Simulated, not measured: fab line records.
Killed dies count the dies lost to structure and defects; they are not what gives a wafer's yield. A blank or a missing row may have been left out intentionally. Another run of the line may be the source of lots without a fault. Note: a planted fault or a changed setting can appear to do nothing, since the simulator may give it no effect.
A lot that was struck, set against a sound lot    flow n5 finfet    16 steps out of a route of 1938
Sound: these wafers, L320.2, L320.4, L320.6. Struck: wafer L334.1 (left out: L334.2, L334.4 of the same lot, which were not struck); the cause appears at the end.
At each step with rows: each side's tool, then ch and its chambers, then its first start. Under that, the readings that differ: sound wafers    struck wafers    difference of the means    sigmas: that difference in standard deviations of wafers without a fault.
alike: readings whose means differ by less than 2 such deviations, and words and numbers that are the same on both sides. not compared: withheld readings, readings that some wafer has no value for, bounds like >300 that may hide the same value, and numbers for which the record gives no deviation and whose values overlap.
The two part at a step that has a row with sigmas, a row that says differs or no value, or rows on one side only. When numbers do not overlap yet have no deviation, they are printed without sigmas and do not part them. A reading missing from all wafers of one side parts the sides only when that side holds two or more wafers.

N5_BEOL_M4_ETCH_41: etches SiCN in CH3F/O2, target depth 29.9 nm, time 52.5 s.
  sound: rie diel-03 ch 0,1; struck: rie diel-03 ch 3
  alike: drypump motor current A, oes product au, rf fwd power W, rf vpp V, showerhead plenum p Torr, throttle valve pct
  not compared: rf hours counter h
N5_BEOL_M4_STRIP_97: strips in N2/H2, time 10 s.
  sound: rie diel-03 ch 0,1; struck: rie diel-03 ch 3
reading           sound              struck  difference  sigmas
bias power w (W)  6.973 6.992 6.942  7.013   +0.044      +2
  alike: drypump motor current A, oes product au, rf vpp V, showerhead plenum p Torr, throttle valve pct
  not compared: rf hours counter h
N5_BEOL_M4_OCD_MEAS_38:
  sound on ocd-02, day 9 06:38; struck on ocd-01, day 13 08:31
  alike: trench depth nm
then, 4 steps without rows for these wafers: N5_BEOL_M4_HM_STRIP_39 (strips TiN in peroxide tin strip, target depth 25 nm, time 158 s); N5_BEOL_M4_SRD_40 (time 30 s); N5_BEOL_M4_PRECLEAN_42 (cleans in residue remover, time 60 s); N5_BEOL_M4_SRD_43 (time 30 s).
N5_BEOL_M4_CD_MEAS_35: target cd 18 nm, target cd y 22.4 nm.
  sound on cd sem-02, day 9 06:47; struck on cd sem-02, day 13 08:40
  alike: cd nm
N5_BEOL_M4_DEGAS_44: time 60 s.
  sound on pvd sputter-02, day 9 07:08; struck on pvd sputter-01, day 13 10:37
  alike: heater power w
N5_BEOL_M4_PRE_CLEAN_45: time 30 s.
  sound on pvd sputter-02, day 9 07:11; struck on pvd sputter-01, day 13 10:40
  alike: heater power w
N5_BEOL_M4_ALD_84: deposits TaN, pulse time 2 s, purge time 3 s, co reactant purge time 2 s.
  sound on ald metal-02 ch 0,1,3, day 9 07:14; struck on ald metal-04 ch 3, day 13 10:44
  alike: heater power w, precursor vessel pressure torr
following that, these wafers have no rows for 1 step: N5_BEOL_M4_SURFACE_TREAT_85.
N5_BEOL_M4_CVD_47: deposits Co from CCTBA/H2, target thk 3 nm, time 223.8 s.
  sound on cvd co-02 ch 1,2, day 9 07:53; struck on cvd co-01 ch 1, day 13 11:04
reading           sound              struck  difference  sigmas
run length s (s)  246.4 246.0 246.7  117.9   -128.5      -99 or more
then, 1 step without rows for these wafers: N5_BEOL_M4_SPUTTER_48 (material Cu, target thk 4.5 nm, time 8.29 s).
N5_BEOL_M4_RC_MEAS_101:
  sound on prober-01 ch 0, day 9 13:10; struck on prober-02 ch 0, day 13 14:07
reading    sound        struck  difference  sigmas
VT_N (mV)  250 247 244  256     +9          +3
  alike: DIBL_N, DIBL_P, IOFF_N, IOFF_P, ION_N, ION_P, SS_N, SS_P, VT_P
-- a jump in the record: the struck wafers' starts before and after are 5 days apart (it breaks off in module BEOL_M4 and resumes in module PASSIVATION, where the first step shown is number 1936 of the route) --
N5_PASSIVATION_PROBE_49:
  rows exist in the record for the struck wafers here (prober-02, day 18 10:40), but not for the sound ones

WHERE THEY PART
At N5_BEOL_M4_STRIP_97 first; at N5_PASSIVATION_PROBE_49 last (within this record only).

WHY: what had been put in by the simulator
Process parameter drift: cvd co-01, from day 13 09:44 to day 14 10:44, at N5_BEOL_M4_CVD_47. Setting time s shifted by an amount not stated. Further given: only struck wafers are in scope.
